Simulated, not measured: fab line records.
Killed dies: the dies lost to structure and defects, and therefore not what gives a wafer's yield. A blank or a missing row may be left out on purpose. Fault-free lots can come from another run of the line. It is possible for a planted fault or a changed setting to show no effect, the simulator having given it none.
fab line records    flow nandHarc
record: lots: 6  wafers: 18  lastDay: 32
route steps=1302 shown A_SLIT@935 A_SIN_REMOVE@947 END@1302
lots untouched by any fault: they come from a run of this same line in which no faults occurred
startH: hours from the record's first day to the start of the lot's first wafer shown    waitH: time in hours since the lot's previous step    " unchanged from the row above    L1.1+2: a row that stands for several wafers    - value missing, or start not given    * or withheld: withheld    < > ~ a bound
route shown NAME@n: a module of which the file shows steps, and the number in the route of the first    usual: the fault-free wafers' mean and standard deviation    same: alike in all rows    chamber/n: place in a boat    sites: the reading at each site    _std_site: standard deviation of those values    _edge_site: inner sites' mean taken away from outer sites' mean    radiusMm: for every site, how far away it sits from the centre of the wafer    mask NAME#n: copy n    behind: the tool/chamber that last shaped the wafer    hold: why the lot was held/for how many hours/how that ended    device: the transistor (n, p or np) that didn't switch    end of line: the same wafers' tests at the end of the route    step lacking rows: just its recipe    killed: at the first sort, the dies lost to defects and structure; wafer yield is something else    map: a wafer's dies, x killed, . not, _ none there
set.NAME: the setting the step ran with; set.NAME@STEP: the setting that earlier step ran with    model.NAME: the simulator's own value behind a step, which no gauge read
a table for each step, a row for each wafer; lots at some steps of the route
services: the hour from which a tool's chamber was out of use, counted from the record's first day as startH (under 0 if before that day), plus the number of hours and why
== steps ==
step: NHARC_A_SLIT_INSPECT_11
usual: rawDefectCount: 58/30
lot.wafer  tool              chamber  startH  waitH  rawDefectCount
L849.1     defectInspect-02  -        457.87  0.0    66
L849.2     "                 -        "       "      72
L849.6     "                 -        "       "      72
L853.3     defectInspect-02  -        478.79  0.0    18
L853.4     "                 -        "       "      24
L853.6     "                 -        "       "      28
L858.2     defectInspect-01  -        539.14  0.0    91
L858.4     "                 -        "       "      83
L858.5     "                 -        "       "      84
L856.1     defectInspect-01  -        551.69  0.0    28
L856.3     "                 -        "       "      26
L856.6     "                 -        "       "      30
L867.3     defectInspect-01  -        633.60  0.0    27
L867.5     "                 -        "       "      22
L867.6     "                 -        "       "      17
L869.1     defectInspect-01  -        660.93  0.0    67
L869.3     "                 -        "       "      69
L869.4     "                 -        "       "      72
step: NHARC_A_SLIT_DESCUM_14
recipe: timeS: 3  o2FlowSccm: 200  arFlowSccm: 0  biasPowerW: 0  chemistry: O2
usual: drypumpMotorCurrentA: 6.0/0.37  oesProductAu: 1.002/0.0096  rfVppV: 57.6/0.92  showerheadPlenumPTorr: 1.85/0.09  throttleValvePct: 11.311/0.0091
lot.wafer  tool        chamber  startH  waitH  drypumpMotorCurrentA  oesProductAu  rfHoursCounterH  rfVppV  showerheadPlenumPTorr  throttleValvePct
L849.1     rieDiel-01  0        457.93  0.1    5.8                   1.013         3.8              58.0    1.82                   11.301
L849.2     "           3        "       "      5.6                   0.994         3.9              56.7    2.03                   11.312
L849.6     "           1        "       "      6.7                   0.988         -                58.2    1.79                   11.307
L853.3     rieDiel-01  3        478.85  0.1    5.6                   0.990         6.1              58.5    2.03                   11.305
L853.4     "           0        "       "      5.8                   1.001         5.9              57.3    1.82                   11.307
L853.6     "           3        "       "      5.6                   0.995         -                58.5    2.03                   11.307
L858.2     rieDiel-12  0        539.21  0.1    5.9                   1.001         3.7              59.4    2.02                   11.312
L858.4     "           2        "       "      6.5                   1.015         4.0              57.8    1.84                   11.305
L858.5     "           3        "       "      6.4                   1.013         -                59.0    1.98                   11.316
L856.3     rieDiel-06  2        551.75  0.1    5.8                   1.004         1.3              57.6    1.81                   11.298
L856.1     "           3        "       "      5.5                   1.008         1.4              56.7    1.80                   11.321
L856.6     "           2        "       "      5.8                   1.005         -                57.6    1.81                   11.317
L867.3     rieDiel-01  3        633.67  0.1    5.7                   0.991         2.6              58.4    2.03                   11.322
L867.5     "           2        "       "      5.8                   0.994         -                56.6    1.78                   11.306
L867.6     "           3        "       "      5.6                   0.992         -                57.7    2.03                   11.300
L869.4     rieDiel-06  1        660.99  0.1    5.7                   0.996         7.7              56.5    1.78                   11.303
L869.1     "           2        "       "      5.8                   0.997         8.5              58.6    1.80                   11.311
L869.3     "           0        "       "      5.9                   1.010         8.7              59.0    1.80                   11.328
step: NHARC_A_SLIT_ETCH_24
recipe: targetDepthA: 1210  timeS: 60.5  cf4FlowSccm: 100  chf3FlowSccm: 30  arFlowSccm: 0  rfW: 500  biasW: 200  chemistry: CF4/CHF3
step: NHARC_A_SLIT_ETCH_15
recipe: targetDepthA: 62000  overEtchFrac: 0.3  timeS: 1612  ionEnergyEv: 150  o2FlowSccm: 400  cosFlowSccm: 20  arFlowSccm: 0  rfW: 500  biasW: 300  chemistry: O2/COS
usual: drypumpMotorCurrentA: 6.0/0.37  oesProductAu: 1.005/0.01  rfVppV: 312.7/2.1  showerheadPlenumPTorr: 3.03/0.14  throttleValvePct: 28.331/0.0093
lot.wafer  tool        chamber  startH  waitH  drypumpMotorCurrentA  oesProductAu  rfHoursCounterH  rfVppV  showerheadPlenumPTorr  throttleValvePct
L849.1     rieDiel-01  0        -       -      5.8                   1.009         4.0              311.7   2.98                   28.330
L849.2     "           1        "       "      6.7                   1.009         5.3              312.1   2.93                   28.333
L849.6     "           3        "       "      5.7                   0.985         -                317.0   3.31                   28.332
L853.4     rieDiel-01  1        -       -      6.7                   0.994         7.2              312.0   2.93                   28.321
L853.3     "           2        "       "      5.9                   1.008         6.4              311.3   2.91                   28.322
L853.6     "           3        "       "      5.7                   0.995         -                315.5   3.30                   28.340
L858.2     rieDiel-12  0        -       -      5.9                   0.999         3.9              316.7   3.29                   28.326
L858.4     "           2        "       "      6.6                   1.014         4.3              313.8   3.01                   28.330
L858.5     "           3        "       "      6.5                   0.998         -                315.7   3.23                   28.334
L856.3     rieDiel-06  2        -       -      5.9                   0.982         1.6              311.2   2.96                   28.333
L856.1     "           1        "       "      5.7                   1.005         1.6              311.4   2.92                   28.332
L856.6     "           2        "       "      5.8                   0.992         -                310.7   2.96                   28.316
L867.3     rieDiel-01  1        -       -      6.7                   0.990         3.3              312.2   2.93                   28.344
L867.5     "           2        "       "      5.9                   1.006         -                311.4   2.91                   28.336
L867.6     "           3        "       "      5.6                   1.008         -                315.5   3.30                   28.332
L869.4     rieDiel-06  3        -       -      5.5                   1.007         9.5              310.7   2.94                   28.341
L869.3     "           0        "       "      5.9                   1.018         8.9              311.6   2.95                   28.351
L869.1     "           1        "       "      5.7                   1.004         7.9              311.1   2.92                   28.322
step: NHARC_A_SLIT_ETCH_17
recipe: biasV: 900  sourceW: withheld  pressureMtorr: 20  arFlowSccm: 375  c4f8FlowSccm: 83.3  o2FlowSccm: 41.7  timeS: 4254.5  targetDepthA: 2.03e+05  chemistry: C4F8/O2/Ar
usual: drypumpMotorCurrentA: 5.9/0.52  showerheadPlenumPTorr: 3.69/0.16  throttleValvePct: 32.045/0.0083
lot.wafer  tool        chamber  startH  waitH  drypumpMotorCurrentA  rfHoursCounterH  showerheadPlenumPTorr  throttleValvePct
L849.2     harEtch-01  1        459.20  -      5.3                   245              3.66                   32.054
L849.1     "           0        "       "      6.5                   245              3.54                   32.053
L849.6     "           0        462.24  -      6.5                   -                3.54                   32.046
L853.3     harEtch-01  0        484.95  -      6.5                   -                3.53                   32.049
L853.4     "           1        "       "      5.3                   -                3.65                   32.046
L853.6     "           1        486.77  -      5.3                   -                3.64                   32.056
L858.2     harEtch-01  0        540.46  -      6.6                   286              3.52                   32.030
L858.4     "           0        541.65  -      6.6                   -                3.52                   32.051
L858.5     "           1        543.44  -      5.3                   -                3.63                   32.046
L856.1     harEtch-02  0        554.51  -      6.2                   93               3.89                   32.045
L856.3     "           1        "       "      5.6                   -                3.89                   32.032
L856.6     "           1        556.32  -      5.6                   -                3.89                   32.055
L867.3     harEtch-02  1        636.12  -      5.6                   -                3.86                   32.050
L867.5     "           1        637.32  -      5.6                   -                3.86                   32.053
L867.6     "           0        "       "      6.2                   -                3.86                   32.053
L869.1     harEtch-02  0        663.16  -      6.2                   161              3.85                   32.061
L869.4     "           1        "       "      5.6                   -                3.85                   32.038
L869.3     "           0        "       "      6.2                   -                3.85                   32.041
step: NHARC_A_SLIT_ETCH_26
recipe: biasV: 400  sourceW: 2000  pressureMtorr: 25  timeS: 90  arFlowSccm: 375  c4f8FlowSccm: 41.7  o2FlowSccm: 83.3  targetDepthA: 4000  chemistry: C4F8/O2/Ar
step: NHARC_A_SLIT_STRIP_28
recipe: o2FlowSccm: 400  cosFlowSccm: 20  arFlowSccm: 0  biasW: 0  chemistry: O2/COS
step: NHARC_A_SLIT_ETCH_29
recipe: targetDepthA: 1000  overetchA: 100  timeS: 55  ionEnergyEv: 100  cf4FlowSccm: 80  o2FlowSccm: 20  arFlowSccm: 0  rfW: 300  biasW: 100  chemistry: CF4/O2
usual: drypumpMotorCurrentA: 6.0/0.35  oesProductAu: 1.003/0.0094  rfVppV: 197.4/1.6  showerheadPlenumPTorr: 1.31/0.065  throttleValvePct: 13.398/0.009
lot.wafer  tool        chamber  startH  waitH  drypumpMotorCurrentA  oesProductAu  rfHoursCounterH  rfVppV  showerheadPlenumPTorr  throttleValvePct
L849.2     rieDiel-12  2        463.73  0.1    6.5                   1.018         1                196.0   1.29                   13.415
L849.1     "           3        "       "      6.4                   1.006         1                198.5   1.38                   13.416
L849.6     "           2        "       "      6.5                   1.008         -                196.7   1.29                   13.401
L853.3     rieDiel-12  2        488.26  0.1    6.5                   1.008         1                195.9   1.28                   13.413
L853.4     "           3        "       "      6.4                   1.005         1                198.0   1.38                   13.400
L853.6     "           2        "       "      6.5                   1.002         -                197.9   1.29                   13.410
L858.4     rieDiel-01  3        544.93  0.1    5.6                   0.999         9                199.9   1.42                   13.391
L858.2     "           2        "       "      5.9                   1.007         9                197.0   1.24                   13.395
L858.5     "           3        "       "      5.6                   0.998         -                197.9   1.42                   13.401
L856.3     rieDiel-12  2        558.41  0.1    6.5                   0.997         5                196.7   1.28                   13.386
L856.1     "           3        "       "      6.4                   1.011         5                197.4   1.38                   13.416
L856.6     "           2        "       "      6.5                   0.995         -                196.0   1.28                   13.406
L867.3     rieDiel-06  0        639.40  0.1    5.9                   1.008         8                197.7   1.26                   13.416
L867.5     "           0        "       "      5.9                   1.025         -                197.2   1.26                   13.402
L867.6     "           1        "       "      5.7                   1.004         -                196.2   1.24                   13.391
L869.1     rieDiel-01  3        667.06  0.1    5.6                   1.004         5                200.2   1.41                   13.398
L869.4     "           1        "       "      6.7                   0.998         5                195.8   1.25                   13.412
L869.3     "           2        "       "      5.9                   1.012         6                195.2   1.24                   13.405
step: NHARC_A_SLIT_STRIP_18
recipe: o2FlowSccm: 500  arFlowSccm: 0  biasW: 0  chemistry: O2
usual: drypumpMotorCurrentA: 6.0/0.36  oesProductAu: 1.003/0.0097  rfVppV: 57.6/0.84  showerheadPlenumPTorr: 3.45/0.16  throttleValvePct: 17.036/0.0089
lot.wafer  tool        chamber  startH  waitH  drypumpMotorCurrentA  oesProductAu  rfHoursCounterH  rfVppV  showerheadPlenumPTorr  throttleValvePct
L849.2     rieDiel-12  1        -       -      6.1                   1.015         1                58.3    3.49                   17.034
L849.1     "           3        "       "      6.4                   1.005         1                58.8    3.65                   17.039
L849.6     "           2        "       "      6.6                   1.015         -                58.0    3.40                   17.050
L853.4     rieDiel-12  1        -       -      6.1                   1.013         1                57.9    3.49                   17.030
L853.3     "           3        "       "      6.4                   1.011         1                58.3    3.65                   17.031
L853.6     "           0        "       "      6.0                   1.001         -                58.1    3.72                   17.044
L858.2     rieDiel-01  3        -       -      5.7                   0.990         9                59.2    3.73                   17.031
L858.4     "           0        "       "      5.8                   1.005         9                57.0    3.37                   17.042
L858.5     "           3        "       "      5.6                   0.992         -                57.9    3.73                   17.028
L856.1     rieDiel-12  2        -       -      6.5                   0.999         5                57.5    3.40                   17.043
L856.3     "           1        "       "      6.1                   0.997         5                57.8    3.49                   17.043
L856.6     "           2        "       "      6.5                   0.999         -                58.1    3.40                   17.031
L867.3     rieDiel-06  0        -       -      5.9                   1.016         8                57.7    3.33                   17.052
L867.5     "           2        "       "      5.8                   0.995         -                56.7    3.34                   17.037
L867.6     "           3        "       "      5.5                   1.005         -                56.8    3.32                   17.044
L869.4     rieDiel-01  3        -       -      5.7                   1.013         5                57.3    3.73                   17.029
L869.1     "           0        "       "      5.8                   1.014         5                57.5    3.37                   17.037
L869.3     "           2        "       "      5.9                   1.011         6                55.8    3.29                   17.031
step: NHARC_A_SLIT_PRECLEAN_19
recipe: timeS: *  tempC: 50  bathAgeMin: 0  chemistry: SC1
step: NHARC_A_SLIT_SRD_20
step: NHARC_A_SLIT_CD_MEAS_21
usual: cdNm: 289.8/0.95
lot.wafer  tool      chamber  startH  waitH  cdNm
L849.1     cdSem-01  -        464.27  -      288.5
L849.2     "         -        "       "      289.5
L849.6     "         -        "       "      289.1
L853.3     cdSem-02  -        488.79  -      287.8
L853.4     "         -        "       "      288.6
L853.6     "         -        "       "      288.9
L858.2     cdSem-03  -        545.46  -      290.7
L858.4     "         -        "       "      290.6
L858.5     "         -        "       "      290.9
L856.1     cdSem-01  -        558.94  -      289.1
L856.3     "         -        "       "      289.8
L856.6     "         -        "       "      288.7
L867.3     cdSem-03  -        639.94  -      290.7
L867.5     "         -        "       "      291.4
L867.6     "         -        "       "      289.9
L869.1     cdSem-02  -        667.59  -      289.5
L869.3     "         -        "       "      290.1
L869.4     "         -        "       "      289.8
step: NHARC_A_SIN_REMOVE_WET_00
recipe: tempC: 160  timeS: 15300  chemistry: H3PO4
usual: bathGuardTempC: 160.3/0.33  bathHeatDutyPct: 25.5/2.2
lot.wafer  tool         chamber  startH  waitH  bathGuardTempC  bathHeatDutyPct
L849.1     wetH3po4-01  0        465.94  1.7    160.1           24.7
L849.2     "            0        "       "      159.7           26.4
L849.6     "            0        "       "      159.5           28.0
L853.3     wetH3po4-01  0        490.46  1.7    159.6           27.4
L853.4     "            0        "       "      159.6           25.9
L853.6     "            0        "       "      159.9           27.9
L858.2     wetH3po4-01  1        547.13  1.7    -               -
L858.4     "            1        "       "      -               -
L858.5     "            1        "       "      -               -
L856.1     wetH3po4-02  0        560.61  1.7    -               -
L856.3     "            0        "       "      -               -
L856.6     "            0        "       "      -               -
L867.3     wetH3po4-01  1        641.60  1.7    160.5           26.1
L867.5     "            1        "       "      160.6           24.6
L867.6     "            1        "       "      160.2           25.8
L869.1     wetH3po4-02  0        669.26  1.7    160.3           29.0
L869.3     "            0        "       "      160.0           28.8
L869.4     "            0        "       "      160.2           28.9
step: NHARC_A_SIN_REMOVE_PRECLEAN_01
recipe: timeS: *  tempC: 50  bathAgeMin: 0  chemistry: SC1
step: NHARC_END_SORT_01
recipe: tempC: 25
usual: killedAtArray: 59/19  killedAtOther: 1.0/1.1  killedAtPeriphery: 3.8/2.4  killedDies: 64/19  killedOpen: 3.3/2  killedShort: 2.4/1.6
same: grossDies: 677
lot.wafer  tool       chamber  startH  waitH  killedAtArray  killedAtOther  killedAtPeriphery  killedDies  killedOpen  killedShort
L867.3     prober-02  0        747.04  3.1    35             0              6                  41          5           5
L867.5     prober-02  0        748.65  3.7    37             0              3                  40          5           8
L867.6     prober-02  0        749.45  4.0    27             2              0                  29          3           2
killed by level:class
L867.3 A_CHANNEL_HOLE_D1:chamberFilmFlake=13 A_CONTACT:chamberFilmFlake=6 A_SLIT:chamberFilmFlake=5 P_GATE:chamberFilmFlake=2 P_M0:geometricParticle:short=1 P_M1:geometricParticle:open=1 A_ONON_D1:geometricParticle:short=1 A_ONON_D1:geometricParticle:open=1
L867.5 A_CHANNEL_HOLE_D1:chamberFilmFlake=12 A_CONTACT:chamberFilmFlake=5 A_SLIT:chamberFilmFlake=3 A_CHANNEL_FILL_D2:geometricParticle:short=2 A_M0:geometricParticle:short=2 A_DECK1_JOINT:chamberFilmFlake=2 A_BLC:chamberFilmFlake=2 P_M0:geometricParticle:short=1
L867.6 A_SLIT:chamberFilmFlake=7 A_CHANNEL_HOLE_D1:chamberFilmFlake=5 A_DECK1_JOINT:chamberFilmFlake=3 A_CHANNEL_HOLE_D1:geometricParticle:short=2 A_WL_FILL:chamberFilmFlake=2 A_CONTACT:chamberFilmFlake=2 THIN_TSV:chamberFilmFlake=2 A_CHANNEL_HOLE_D1:geometricParticle:open=1
== services ==
tool         chamber  startH  hours  kind
rieDiel-01   0        437.29  2.8    repair
rieDiel-01   1        438.80  -      clean
rieDiel-01   2        438.80  -      clean
rieDiel-12   -        445.42  9.0    pm
rieDiel-01   2        447.13  10.1   repair
rieDiel-01   0        452.47  1.8    repair
wetH3po4-02  -        457.42  8.0    pm
rieDiel-06   -        473.57  0.4    repair
rieDiel-06   2        475.67  1.4    repair
rieDiel-12   1        481.06  1.9    repair
rieDiel-06   -        484.20  9.0    pm
rieDiel-12   2        494.14  8.8    repair
wetH3po4-01  -        512.30  8.0    pm
rieDiel-01   2        512.42  2.9    repair
harEtch-02   -        530.49  5.4    repair
rieDiel-01   3        546.56  7.7    repair
rieDiel-01   -        557.80  9.0    pm
rieDiel-01   1        583.54  3.8    repair
rieDiel-01   3        585.25  16.4   repair
rieDiel-12   -        604.73  0.3    repair
rieDiel-12   0        620.36  12.2   repair
rieDiel-12   -        622.42  9.0    pm
wetH3po4-02  -        633.42  8.0    pm
rieDiel-06   -        661.85  9.0    pm
== key ==
firstSign: step: NHARC_A_SIN_REMOVE_WET_00  reading: toolRecord  direction: missing
effect none on later readings
metAt NHARC_A_SIN_REMOVE_WET_00
struckWafers L856.1,L856.3,L856.6,L858.2,L858.4,L858.5
testerLeftOut L856,L858
onsetBetween 490.46 547.13
fault: kind: skippedStepWhole  tool: wetH3po4-01,wetH3po4-02  chamber: -  onsetH: 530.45  steps: NHARC_A_SIN_REMOVE_WET_00  scope: struckLotsOnly
testerLeftOut: of these lots the tester's yield and bins aren't shown, on N5 and GAA mostly nor the transistor test; their killed dies are dies lost to structure and defects alone, not to doping, threshold or leakage, so they don't give the yield
